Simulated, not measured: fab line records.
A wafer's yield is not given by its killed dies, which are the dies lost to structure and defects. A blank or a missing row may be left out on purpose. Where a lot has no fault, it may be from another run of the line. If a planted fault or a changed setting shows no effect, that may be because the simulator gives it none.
Which tool is to blame?	flow nand-harc	72 wafers from 24 lots sampled at 5 of the route's 1159 steps

## WHAT EACH GAUGE READ, for each wafer
NHARC_A_ONON_D1_THK_MEAS_34: measures by ellipsometry. Usual: 200.3 nm for thk-nm, sd 2.6.
lot	measured	on	thk-nm (nm)	flag
L074	day 8 07:29	film-metro-01	201.0 199.2 203.8	
L076	day 8 15:06	film-metro-01	197.8 196.1 200.1	
L075	day 8 15:06	film-metro-01	200.9 202.6 203.6	
L077	day 8 21:20	film-metro-02	199.9 199.7 200.7	
L079	day 8 21:16	film-metro-01	197.0 199.2 202.2	
L078	day 9 04:10	film-metro-02	194.4 197.6 198.7	
L080	day 9 12:49	film-metro-01	199.8 200.7 198.3	
L081	day 9 23:10	film-metro-01	198.9 205.4 202.0	
L082	day 10 10:06	film-metro-01	199.0 197.9 201.5	
L083	day 10 10:07	film-metro-02	197.9 200.9 204.4	
L084	day 10 10:18	film-metro-02	200.1 199.5 202.6	
L087	day 11 06:01	film-metro-02	201.8 204.2 200.9	
L088	day 11 05:47	film-metro-02	198.8 198.9 200.2	
L086	day 11 05:44	film-metro-01	199.0 200.6 199.4	
L085	day 11 18:07	film-metro-02	199.9 198.6 200.5	
L089	day 11 23:01	film-metro-01	198.1 201.0 200.7	
L091	day 12 04:07	film-metro-02	198.8 201.8 200.7	
L090	day 12 03:59	film-metro-01	195.0 200.0 199.0	
L093	day 12 19:01	film-metro-01	204.1 200.6 200.6	
L092	day 12 18:55	film-metro-02	199.6 202.8 203.7	
L094	day 13 02:31	film-metro-02	199.2 201.4 206.3	
L097	day 13 18:08	film-metro-02	203.7 197.3 201.5	
L095	day 13 18:16	film-metro-02	197.1 197.5 200.6	
L096	day 14 04:29	film-metro-01	199.6 199.5 200.5	

## WHAT TOOL EACH LOT RAN ON (gives the tool, then ch and the chambers of the sampled wafers, and finally the start)
lot	NHARC_P_M1_DEGAS_29	NHARC_P_M1_PVD_21	NHARC_P_M1_PRE_CLEAN_32	NHARC_P_M1_DEP_33
L074	pvd-sputter-03, day 6 06:59	pvd-sputter-03, day 6 08:37 or earlier	pecvd-02 ch 0,1,2, day 6 08:37	pecvd-02 ch 0,1,2, day 6 08:44
L076	pvd-sputter-01, day 6 12:50	pvd-sputter-01, day 6 14:44 or earlier	pecvd-01 ch 0,1, day 6 14:44	pecvd-01 ch 0,1, day 6 14:48
L075	pvd-sputter-01, day 6 13:26	pvd-sputter-01, day 6 15:06 or earlier	pecvd-01 ch 1,2, day 6 15:06	pecvd-01 ch 1,2, day 6 15:14
L077	pvd-sputter-01, day 6 17:49	pvd-sputter-01, day 6 19:32 or earlier	pecvd-01 ch 0,1,2, day 6 19:32	pecvd-01 ch 0,1,2, day 6 19:38
L079	pvd-sputter-03, day 6 22:35	pvd-sputter-03, day 7 00:22 or earlier	pecvd-03 ch 0,1,2, day 7 00:22	pecvd-03 ch 0,1,2, day 7 00:29
L078	pvd-sputter-01, day 7 01:56	pvd-sputter-01, day 7 03:34 or earlier	pecvd-03 ch 0,1,2, day 7 03:34	pecvd-03 ch 0,1,2, day 7 03:38
L080	pvd-sputter-03, day 7 14:05	pvd-sputter-03, day 7 15:42 or earlier	pecvd-03 ch 1,2, day 7 15:42	pecvd-03 ch 1,2, day 7 15:47
L081	pvd-sputter-03, day 7 22:55	pvd-sputter-03, day 8 00:44 or earlier	pecvd-02 ch 0,1,2, day 8 00:44	pecvd-02 ch 0,1,2, day 8 00:52
L082	pvd-sputter-02, day 8 04:25	pvd-sputter-02, day 8 06:03 or earlier	pecvd-02 ch 1,2, day 8 06:03	pecvd-02 ch 1,2, day 8 06:09
L083	pvd-sputter-02, day 8 07:51	pvd-sputter-02, day 8 09:28 or earlier	pecvd-01 ch 1,2, day 8 09:28	pecvd-01 ch 1,2, day 8 09:33
L084	pvd-sputter-01, day 8 09:04	pvd-sputter-01, day 8 10:43 or earlier	pecvd-02 ch 0,1,2, day 8 10:43	pecvd-02 ch 0,1,2, day 8 10:50
L087	pvd-sputter-01, day 9 03:46	pvd-sputter-01, day 9 05:25 or earlier	pecvd-02 ch 0,2, day 9 05:25	pecvd-02 ch 0,2, day 9 05:33
L088	pvd-sputter-02, day 9 04:16	pvd-sputter-02, day 9 05:53 or earlier	pecvd-03 ch 1,2, day 9 05:53	pecvd-03 ch 1,2, day 9 05:58
L086	pvd-sputter-02, day 9 06:22	pvd-sputter-02, day 9 08:05 or earlier	pecvd-01 ch 0,2, day 9 08:05	pecvd-01 ch 0,2, day 9 08:10
L085	pvd-sputter-02, day 9 17:03	pvd-sputter-02, day 9 18:48 or earlier	pecvd-01 ch 0,1,2, day 9 18:48	pecvd-01 ch 0,1,2, day 9 18:53
L089	pvd-sputter-03, day 10 00:30	pvd-sputter-03, day 10 02:08 or earlier	pecvd-02 ch 0,1,2, day 10 02:08	pecvd-02 ch 0,1,2, day 10 02:16
L091	pvd-sputter-03, day 10 04:08	pvd-sputter-03, day 10 05:47 or earlier	pecvd-01 ch 0,1, day 10 05:47	pecvd-01 ch 0,1, day 10 05:53
L090	pvd-sputter-03, day 10 05:01	pvd-sputter-03, day 10 06:42 or earlier	pecvd-02 ch 0,2, day 10 06:42	pecvd-02 ch 0,2, day 10 06:46
L093	pvd-sputter-03, day 10 16:43	pvd-sputter-03, day 10 18:22 or earlier	pecvd-02 ch 0,1,2, day 10 18:22	pecvd-02 ch 0,1,2, day 10 18:27
L092	pvd-sputter-01, day 10 21:58	pvd-sputter-01, day 10 23:43 or earlier	pecvd-03 ch 0,1, day 10 23:43	pecvd-03 ch 0,1, day 10 23:49
L094	pvd-sputter-03, day 11 02:51	pvd-sputter-03, day 11 04:46 or earlier	pecvd-02 ch 1,2, day 11 04:46	pecvd-02 ch 1,2, day 11 04:50
L097	pvd-sputter-01, day 11 15:55	pvd-sputter-01, day 11 17:32 or earlier	pecvd-02 ch 0,1, day 11 17:32	pecvd-02 ch 0,1, day 11 17:39
L095	pvd-sputter-03, day 11 16:38	pvd-sputter-03, day 11 18:15 or earlier	pecvd-03 ch 0,1,2, day 11 18:15	pecvd-03 ch 0,1,2, day 11 18:20
L096	pvd-sputter-01, day 11 22:45	pvd-sputter-01, day 12 00:22 or earlier	pecvd-03 ch 0,1, day 12 00:22	pecvd-03 ch 0,1, day 12 00:26
- NHARC_P_M1_DEGAS_29: time 60 s.
- NHARC_P_M1_PVD_21: deposits Cu, target thk 30 nm, time 20.49 s.
- NHARC_P_M1_PRE_CLEAN_32: time 12 s.
- NHARC_P_M1_DEP_33: deposits SiCN, target thk 30 nm.

## AS READ BY THE TOOLS THEMSELVES (means over the sampled wafers that have a number; for cases with no such wafer, the mark the record gives instead)
NHARC_P_M1_DEGAS_29. Usual: 349 W for heater-power-w, sd 38.
lot	tool	heater-power-w (W)	flag
L074	pvd-sputter-03	369	
L076	pvd-sputter-01	325	
L075	pvd-sputter-01	349	
L077	pvd-sputter-01	340	
L079	pvd-sputter-03	334	
L078	pvd-sputter-01	328	
L080	pvd-sputter-03	316	
L081	pvd-sputter-03	358	
L082	pvd-sputter-02	322	
L083	pvd-sputter-02	318	
L084	pvd-sputter-01	357	
L087	pvd-sputter-01	372	
L088	pvd-sputter-02	364	
L086	pvd-sputter-02	375	
L085	pvd-sputter-02	317	
L089	pvd-sputter-03	371	
L091	pvd-sputter-03	356	
L090	pvd-sputter-03	354	
L093	pvd-sputter-03	354	
L092	pvd-sputter-01	338	
L094	pvd-sputter-03	354	
L097	pvd-sputter-01	335	
L095	pvd-sputter-03	341	
L096	pvd-sputter-01	364	

NHARC_P_M1_PVD_21. Usual: 30.3 % for throttle-valve-pct, sd 0.79.
lot	tool	throttle-valve-pct (%)	flag
L074	pvd-sputter-03	30.4	
L076	pvd-sputter-01	30.1	
L075	pvd-sputter-01	30.7	
L077	pvd-sputter-01	30.1	
L079	pvd-sputter-03	29.9	
L078	pvd-sputter-01	30.4	
L080	pvd-sputter-03	30.4	
L081	pvd-sputter-03	30.2	
L082	pvd-sputter-02	30.5	
L083	pvd-sputter-02	30.4	
L084	pvd-sputter-01	30.7	
L087	pvd-sputter-01	31.1	
L088	pvd-sputter-02	30.7	
L086	pvd-sputter-02	30.1	
L085	pvd-sputter-02	30.6	
L089	pvd-sputter-03	30.3	
L091	pvd-sputter-03	30.2	
L090	pvd-sputter-03	30.0	
L093	pvd-sputter-03	30.6	
L092	pvd-sputter-01	30.2	
L094	pvd-sputter-03	30.4	
L097	pvd-sputter-01	30.4	
L095	pvd-sputter-03	30.4	
L096	pvd-sputter-01	31.4	

NHARC_P_M1_PRE_CLEAN_32. Usual: 676 W for heater-power-w, sd 81.
lot	tool	heater-power-w (W)	flag
L074	pecvd-02	701	
L076	pecvd-01	688	
L075	pecvd-01	680	
L077	pecvd-01	677	
L079	pecvd-03	635	
L078	pecvd-03	643	
L080	pecvd-03	648	
L081	pecvd-02	642	
L082	pecvd-02	614	
L083	pecvd-01	624	
L084	pecvd-02	675	
L087	pecvd-02	714	
L088	pecvd-03	703	
L086	pecvd-01	722	
L085	pecvd-01	695	
L089	pecvd-02	713	
L091	pecvd-01	647	
L090	pecvd-02	748	
L093	pecvd-02	707	
L092	pecvd-03	698	
L094	pecvd-02	617	
L097	pecvd-02	635	
L095	pecvd-03	671	
L096	pecvd-03	623	

NHARC_P_M1_DEP_33. Usual: 621 W for heater-power-w, sd 87.
lot	tool	heater-power-w (W)	flag
L074	pecvd-02	600	
L076	pecvd-01	653	
L075	pecvd-01	597	
L077	pecvd-01	627	
L079	pecvd-03	599	
L078	pecvd-03	562	
L080	pecvd-03	584	
L081	pecvd-02	654	
L082	pecvd-02	576	
L083	pecvd-01	611	
L084	pecvd-02	590	
L087	pecvd-02	702	
L088	pecvd-03	624	
L086	pecvd-01	648	
L085	pecvd-01	642	
L089	pecvd-02	643	
L091	pecvd-01	702	
L090	pecvd-02	667	
L093	pecvd-02	652	
L092	pecvd-03	580	
L094	pecvd-02	575	
L097	pecvd-02	574	
L095	pecvd-03	607	
L096	pecvd-03	604	

## THE ANSWER, worked out from the rows above alone
Rule: a lot counts as off when the mean over its wafers that have a number is more than 3 standard deviations away from the usual mean. A lot without any number at a reading at which 4 lots or more have one is off too. All remaining lots with rows at the step are treated as sound. Order of review: gauges by route order, followed by the tools' own readings, for which a lot's mean as printed above is used. At the first step where some lot is off, the reading lying furthest off is the one used; lots without a number count as furthest.
Across all readings shown, no lot is off: no conclusion can be drawn from this.

## WHAT WAS PUT IN BY THE SIMULATOR
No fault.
